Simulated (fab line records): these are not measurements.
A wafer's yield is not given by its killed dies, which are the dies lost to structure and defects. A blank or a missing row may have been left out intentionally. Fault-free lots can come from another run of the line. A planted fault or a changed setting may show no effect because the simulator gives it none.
fab line records -- flow n5-finfet
record lots=15, wafers=35, last-day=16
route steps=1938 shown FIN_SAQP@98
lots with no fault: from the same line, run without faults
start-h: start of the lot's first displayed wafer, in hours after the record's first day -- wait-h: hours since the lot's step before -- " repeats the value in the row above -- L1.1+2: a single row standing in for several wafers -- - no value, or no start was given -- * or withheld: withheld -- < > ~ a bound
route shown NAME@n: names a module that has steps shown in the file, with the first one's number in the route -- usual: the fault-free wafers' mean and standard deviation -- same: alike in all rows -- chamber/n: place in a boat -- sites: each site's reading -- _std_site: the values' standard deviation -- _edge_site: inner sites' mean taken away from outer sites' mean -- radius-mm: how far each site lies from the wafer's centre -- mask NAME#n: copy n -- behind: the most recent tool/chamber to have shaped the wafer -- hold: why the lot went on hold/how many hours it stayed there/how the hold came to an end -- device: whichever transistor did not switch (one of n, p or np) -- end of line: tests of these same wafers at the route's end -- where a step has no rows: the recipe by itself -- killed: count of dies lost to structure and defects at first sort (not the wafer's yield) -- map: the dies of a wafer, with x for killed, . for not killed, _ for no die there
set.NAME: the setting as run; set.NAME@STEP: as run at that earlier step -- model.NAME: the simulator's own value behind a step, which no gauge read
the route's steps for a sample of lots (tables are steps, rows are wafers)
services: when a tool's chamber went out of use (start-h, in hours from the record's first day, below 0 if earlier), for how many hours, and the reason
## steps
# step N5_FIN_SAQP_PECVD_47
# recipe material=a-Si, target-thk-a=450, temp-c=400, precursor=SiH4/He, pressure-torr=3, rf-w=100, time-s=36.3
# usual heater-power-w=845/84, showerhead-plenum-p-Torr=5.66/0.034, showerhead-vpp-V=620/40, throttle-valve-pct=18.6/0.42
# same time-s=36.3
lot.wafer,tool,chamber,start-h,wait-h,heater-power-w,showerhead-plenum-p-Torr,showerhead-vpp-V,throttle-valve-pct
L298.3,pecvd-02,1,39.78,0.0,896,5.64,653,18.5
L298.6,pecvd-02,0,39.78,0.0,1006,5.69,610,18.6
L300.1,pecvd-02,1,52.17,0.0,880,5.63,650,18.6
L300.2,pecvd-02,2,52.17,0.0,819,5.63,649,18.9
L301.3,pecvd-01,2,57.27,0.0,797,5.66,544,18.0
L301.5,pecvd-01,2,57.27,0.0,801,5.66,546,17.9
L302.1,pecvd-01,2,64.00,0.0,806,5.68,546,17.8
L302.6,pecvd-01,2,64.00,0.0,799,5.66,549,17.7
L303.1,pecvd-01,2,69.65,0.0,762,5.67,545,18.0
L303.3,pecvd-01,1,69.65,0.0,878,5.68,574,18.8
L304.4,pecvd-04,1,75.47,0.1,945,5.71,607,18.2
L304.5,pecvd-04,0,75.47,0.1,696,5.63,666,18.6
L308.5,pecvd-04,0,99.89,0.1,739,5.63,672,18.3
L308.6,pecvd-04,2,99.89,0.1,843,5.62,637,18.2
L309.1,pecvd-02,1,105.10,0.0,890,5.61,644,18.3
L309.5,pecvd-02,1,105.10,0.0,877,5.64,650,18.5
L311.1,pecvd-04,1,117.91,0.0,927,5.69,599,18.2
L311.3,pecvd-04,0,117.91,0.0,689,5.62,655,19.0
L311.5,pecvd-04,0,117.91,0.0,694,5.62,671,18.4
L312.2,pecvd-01,2,122.78,0.0,820,5.67,547,17.7
L312.6,pecvd-01,1,122.78,0.0,967,5.66,573,18.9
L313.1,pecvd-02,2,128.94,0.0,752,5.62,661,18.9
L313.2,pecvd-02,1,128.94,0.0,841,5.63,645,18.5
L314.2,pecvd-04,2,134.91,0.0,788,5.62,659,18.4
L314.3,pecvd-04,0,134.91,0.0,653,5.62,676,18.5
L314.4,pecvd-04,2,134.91,0.0,801,5.63,655,18.1
L316.2,pecvd-02,0,147.67,0.0,938,5.70,618,18.7
L316.5,pecvd-02,0,147.67,0.0,917,5.70,609,18.3
L316.6,pecvd-02,1,147.67,0.0,804,5.62,649,18.5
L317.4,pecvd-02,1,152.98,0.1,769,5.60,642,18.6
L317.5,pecvd-02,0,152.98,0.1,924,5.71,611,18.7
L317.6,pecvd-02,2,152.98,0.1,728,5.61,670,18.6
L318.2,pecvd-04,1,163.01,0.0,966,5.68,602,17.9
L318.4,pecvd-04,0,163.01,0.0,772,5.65,688,18.7
L318.6,pecvd-04,1,163.01,0.0,961,5.71,610,18.0
# step N5_FIN_SAQP_EXPOSE_13
# recipe mask-id=FIN_CORE, na=1.35, source-shape=dipole, sigma-inner=0.538, sigma-outer=0.738, polarization=te, target-cd-nm=35.6, dose-mj=63.25
# same na=1.35
lot.wafer,tool,chamber,start-h,wait-h,mask
L298.3+6,arfi-scanner-03,0,40.31,-,FIN_CORE#0
L300.1+2,arfi-scanner-02,0,53.92,-,FIN_CORE#0
L301.3+5,arfi-scanner-01,0,57.83,-,FIN_CORE#0
L302.1+6,arfi-scanner-03,0,64.53,-,FIN_CORE#0
L303.1+3,arfi-scanner-03,0,70.05,-,FIN_CORE#0
L304.4+5,arfi-scanner-01,0,75.99,-,FIN_CORE#0
L308.5+6,arfi-scanner-01,0,100.42,-,FIN_CORE#0
L309.1+5,arfi-scanner-03,0,105.63,-,FIN_CORE#0
L311.1+3+5,arfi-scanner-03,0,118.32,-,FIN_CORE#0
L312.2+6,arfi-scanner-01,0,123.32,-,FIN_CORE#0
L313.1+2,arfi-scanner-03,0,129.50,-,FIN_CORE#0
L314.2+3+4,arfi-scanner-03,0,135.34,-,FIN_CORE#0
L316.2+5+6,arfi-scanner-01,0,148.08,-,FIN_CORE#0
L317.4+5+6,arfi-scanner-01,0,153.38,-,FIN_CORE#0
L318.2+4+6,arfi-scanner-01,0,163.42,-,FIN_CORE#0
# step N5_FIN_SAQP_OVL_MEAS_17
# recipe points-per-wafer=44
# usual FIN_CORE_OVL=-0.1/0.98
lot.wafer,tool,chamber,start-h,wait-h,FIN_CORE_OVL[nm]
L298.3,overlay-01,0,40.47,0.0,-0.6
L298.6,overlay-01,0,40.47,0.0,1.2
L300.1,overlay-01,0,54.08,0.0,-1.4
L300.2,overlay-01,0,54.08,0.0,0.4
L301.3,overlay-01,0,57.98,0.0,-1.2
L301.5,overlay-01,0,57.98,0.0,-1.0
L302.1,overlay-02,0,64.70,0.0,-1.4
L302.6,overlay-02,0,64.70,0.0,-0.8
L303.1,overlay-01,0,70.22,0.0,0.2
L303.3,overlay-01,0,70.22,0.0,-0.1
L304.4,overlay-01,0,76.14,0.0,-0.1
L304.5,overlay-01,0,76.14,0.0,0.9
L308.5,overlay-01,0,100.57,0.0,0.1
L308.6,overlay-01,0,100.57,0.0,-1.4
L309.1,overlay-01,0,105.80,0.0,0.8
L309.5,overlay-01,0,105.80,0.0,0.4
L311.1,overlay-01,0,118.48,0.0,0.4
L311.3,overlay-01,0,118.48,0.0,-0.3
L311.5,overlay-01,0,118.48,0.0,0.2
L312.2,overlay-02,0,123.48,0.0,-0.5
L312.6,overlay-02,0,123.48,0.0,1.1
L313.1,overlay-01,0,129.66,0.0,1.0
L313.2,overlay-01,0,129.66,0.0,-0.4
L314.2,overlay-01,0,135.50,0.0,-0.9
L314.3,overlay-01,0,135.50,0.0,-1.2
L314.4,overlay-01,0,135.50,0.0,-0.1
L316.2,overlay-01,0,148.24,0.0,4.7
L316.5,overlay-01,0,148.24,0.0,5.0
L316.6,overlay-01,0,148.24,0.0,4.8
L317.4,overlay-01,0,153.53,0.0,5.1
L317.5,overlay-01,0,153.53,0.0,6.2
L317.6,overlay-01,0,153.53,0.0,5.2
L318.2,overlay-01,0,163.58,0.0,4.3
L318.4,overlay-01,0,163.58,0.0,4.5
L318.6,overlay-01,0,163.58,0.0,4.6
# step N5_FIN_SAQP_ETCH_52
# recipe chemistry=N2/H2, target=SOC, target-depth-a=1000, overetch-a=200, mask-material=SiARC, temp-c=40, time-s=150, ion-energy-ev=200, pressure-mtorr=30, source-w=840, bias-w=150, n2-flow-sccm=200, h2-flow-sccm=200, ends=end-point
# usual drypump-motor-current-A=5.7/0.46, oes-product-au=0.72/0.073, rf-vpp-V=524.0/1.8, showerhead-plenum-p-Torr=2.56/0.063, throttle-valve-pct=18.0/0.31
lot.wafer,tool,chamber,start-h,wait-h,drypump-motor-current-A,oes-product-au,rf-hours-counter-h,rf-vpp-V,showerhead-plenum-p-Torr,throttle-valve-pct
L298.3,rie-diel-04,2,40.62,0.0,5.4,0.63,230,522.9,2.53,18.2
L298.6,rie-diel-04,2,40.62,0.0,5.3,0.63,-,522.2,2.54,18.2
L300.1,rie-diel-04,1,54.34,0.0,5.5,0.85,7,526.9,2.62,17.8
L300.2,rie-diel-04,0,54.34,0.0,5.9,0.74,83,522.5,2.49,17.9
L301.3,rie-diel-01,1,58.13,0.0,5.8,0.65,183,524.5,2.54,18.5
L301.5,rie-diel-01,2,58.13,0.0,5.3,0.71,-,528.2,2.68,17.9
L302.1,rie-diel-01,1,64.85,0.0,5.8,0.65,185,522.6,2.54,18.6
L302.6,rie-diel-01,1,64.85,0.0,5.7,0.65,-,522.8,2.54,18.5
L303.1,rie-diel-05,0,70.37,0.0,5.1,0.83,19,522.2,2.49,17.6
L303.3,rie-diel-05,3,70.37,0.0,5.0,0.63,240,522.7,2.50,18.1
L304.4,rie-diel-04,2,76.29,0.0,5.3,0.63,242,523.6,2.53,18.2
L304.5,rie-diel-04,2,76.29,0.0,5.3,0.63,-,524.8,2.53,18.2
L308.5,rie-diel-01,0,100.77,0.0,6.3,0.73,-,526.1,2.59,18.0
L308.6,rie-diel-01,1,100.77,0.0,5.7,0.63,-,522.9,2.53,18.6
L309.1,rie-diel-05,1,105.95,0.0,5.8,0.81,23,521.5,2.46,17.5
L309.5,rie-diel-05,0,105.95,0.0,5.1,0.80,-,521.7,2.48,17.7
L311.1,rie-diel-04,1,118.63,0.0,5.5,0.79,31,523.7,2.61,17.8
L311.3,rie-diel-04,3,118.63,0.0,6.0,0.88,4,524.0,2.48,17.4
L311.5,rie-diel-04,0,118.63,0.0,5.9,0.71,-,521.8,2.48,18.0
L312.2,rie-diel-01,3,123.63,0.0,6.0,0.74,77,524.9,2.57,17.8
L312.6,rie-diel-01,2,123.63,0.0,5.3,0.69,-,527.9,2.67,18.0
L313.1,rie-diel-04,2,129.81,0.0,5.4,0.87,4,522.9,2.52,17.7
L313.2,rie-diel-04,3,129.81,0.0,6.0,0.86,7,522.4,2.48,17.4
L314.2,rie-diel-01,0,135.65,0.0,6.3,0.71,125,523.4,2.58,18.0
L314.3,rie-diel-01,1,135.65,0.0,5.7,0.63,210,522.3,2.53,18.6
L314.4,rie-diel-01,3,135.65,0.0,6.0,0.74,82,525.2,2.57,17.9
L316.2,rie-diel-05,2,148.39,0.0,6.7,0.65,173,525.0,2.55,18.6
L316.5,rie-diel-05,0,148.39,0.0,5.1,0.77,-,521.7,2.47,17.7
L316.6,rie-diel-05,3,148.39,0.0,5.0,0.85,-,522.3,2.49,17.6
L317.4,rie-diel-05,2,153.68,0.0,6.7,0.66,174,521.5,2.55,18.6
L317.5,rie-diel-05,2,153.68,0.0,6.7,0.67,-,523.0,2.55,18.6
L317.6,rie-diel-05,3,153.68,0.0,5.0,0.85,-,523.5,2.49,17.7
L318.2,rie-diel-01,3,163.73,0.0,6.0,0.72,93,526.0,2.56,17.9
L318.4,rie-diel-01,0,163.73,0.0,6.3,0.70,135,523.4,2.58,18.0
L318.6,rie-diel-01,2,163.73,0.0,5.3,0.68,-,526.6,2.66,18.0
# step N5_FIN_SAQP_RECESS_75
# recipe chemistry=HF/NH3, target=SiO2, target-depth-a=144, afs-cycles=3, temp-c=30, sublimation-temp-c=180, sublimation-time-s=60
# usual drypump-motor-current-A=5.7/0.36, foreline-p-Torr=0.1280/0.00046
lot.wafer,tool,chamber,start-h,wait-h,drypump-motor-current-A,foreline-p-Torr
L298.3,vapor-etch-01,1,41.35,0.1,5.3,0.1284
L298.6,vapor-etch-01,0,41.35,0.1,6.1,0.1281
L300.1,vapor-etch-01,0,54.95,0.0,6.1,0.1283
L300.2,vapor-etch-01,1,54.95,0.0,5.3,0.1275
L301.3,vapor-etch-02,0,58.87,0.1,6.0,0.1278
L301.5,vapor-etch-02,1,58.87,0.1,5.5,0.1278
L302.1,vapor-etch-01,1,65.46,0.0,5.3,0.1286
L302.6,vapor-etch-01,0,65.46,0.0,6.1,0.1282
L303.1,vapor-etch-02,0,71.00,0.0,6.0,0.1278
L303.3,vapor-etch-02,0,71.00,0.0,6.0,0.1277
L304.4,vapor-etch-01,0,77.02,0.1,6.1,0.1281
L304.5,vapor-etch-01,0,77.02,0.1,6.1,0.1283
L308.5,vapor-etch-01,0,101.64,0.3,6.1,0.1278
L308.6,vapor-etch-01,1,101.64,0.3,5.3,0.1282
L309.1,vapor-etch-01,1,106.56,0.0,5.3,0.1281
L309.5,vapor-etch-01,1,106.56,0.0,5.3,0.1278
L311.1,vapor-etch-02,0,119.69,0.0,6.0,0.1277
L311.3,vapor-etch-02,1,119.69,0.0,5.5,0.1286
L311.5,vapor-etch-02,0,119.69,0.0,6.0,0.1274
L312.2,vapor-etch-01,1,125.08,0.9,5.3,0.1279
L312.6,vapor-etch-01,1,125.08,0.9,5.3,0.1277
L313.1,vapor-etch-01,1,130.42,0.0,5.3,0.1279
L313.2,vapor-etch-01,0,130.42,0.0,6.1,0.1278
L314.2,vapor-etch-02,0,136.28,0.0,6.0,0.1280
L314.3,vapor-etch-02,0,136.28,0.0,6.0,0.1278
L314.4,vapor-etch-02,1,136.28,0.0,5.5,0.1267
L316.2,vapor-etch-01,0,149.04,0.0,6.1,0.1280
L316.5,vapor-etch-01,1,149.04,0.0,5.3,0.1281
L316.6,vapor-etch-01,0,149.04,0.0,6.1,0.1281
L317.4,vapor-etch-02,0,154.79,0.5,6.0,0.1281
L317.5,vapor-etch-02,0,154.79,0.5,6.0,0.1284
L317.6,vapor-etch-02,1,154.79,0.5,5.5,0.1279
L318.2,vapor-etch-01,0,164.35,0.0,6.1,0.1283
L318.4,vapor-etch-01,0,164.35,0.0,6.1,0.1282
L318.6,vapor-etch-01,0,164.35,0.0,6.1,0.1282
## services
tool,chamber,start-h,hours,kind
arfi-scanner-02,-,17.08,1.0,pm
arfi-scanner-03,-,24.94,1.0,pm
rie-diel-05,-,34.46,0.1,repair
arfi-scanner-01,-,34.48,1.3,pm
arfi-scanner-03,-,35.15,0.3,repair
arfi-scanner-01,-,42.70,0.5,repair
arfi-scanner-03,-,48.48,1.4,repair
pecvd-04,1,49.31,22.6,repair
arfi-scanner-02,-,52.62,1.3,pm
rie-diel-05,0,64.07,2.2,repair
arfi-scanner-02,-,67.92,3.0,pm
pecvd-02,1,79.34,13.8,repair
rie-diel-04,0,87.45,6.6,repair
arfi-scanner-02,-,96.79,30.0,repair
arfi-scanner-03,-,100.35,1.3,pm
arfi-scanner-03,-,111.63,1.0,pm
pecvd-04,-,112.89,4.0,repair
arfi-scanner-01,-,113.37,1.0,pm
pecvd-01,2,126.20,21.6,repair
arfi-scanner-03,-,140.70,0.8,pm
arfi-scanner-01,-,141.23,0.8,pm
rie-diel-04,-,148.85,0.1,repair
vapor-etch-01,0,149.91,6.6,repair
arfi-scanner-01,-,159.98,1.3,pm
## key
first-sign step=N5_FIN_SAQP_OVL_MEAS_17, reading=FIN_CORE_OVL, direction=up, sigmas=5.1, usual=-0.1, struck=4.9
effect none on later readings
met-at N5_FIN_SAQP_EXPOSE_13
struck-lots L316,L317,L318
rows-end L316.2,L316.5,L316.6,L317.4,L317.5,L317.6,L318.2,L318.4,L318.6
not-acting-at N5_FIN_SAQP_PECVD_47,N5_FIN_SAQP_ETCH_52,N5_FIN_SAQP_RECESS_75
onset-between 123.32 148.08
also-fits time
fault kind=scanner-matching-overlay, tool=arfi-scanner-01, chamber=-, onset-h=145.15, steps=N5_FIN_SAQP_EXPOSE_13, offset=5.1451
# rows-end: these wafers met a further fault down the route, and their rows from its step on are left out
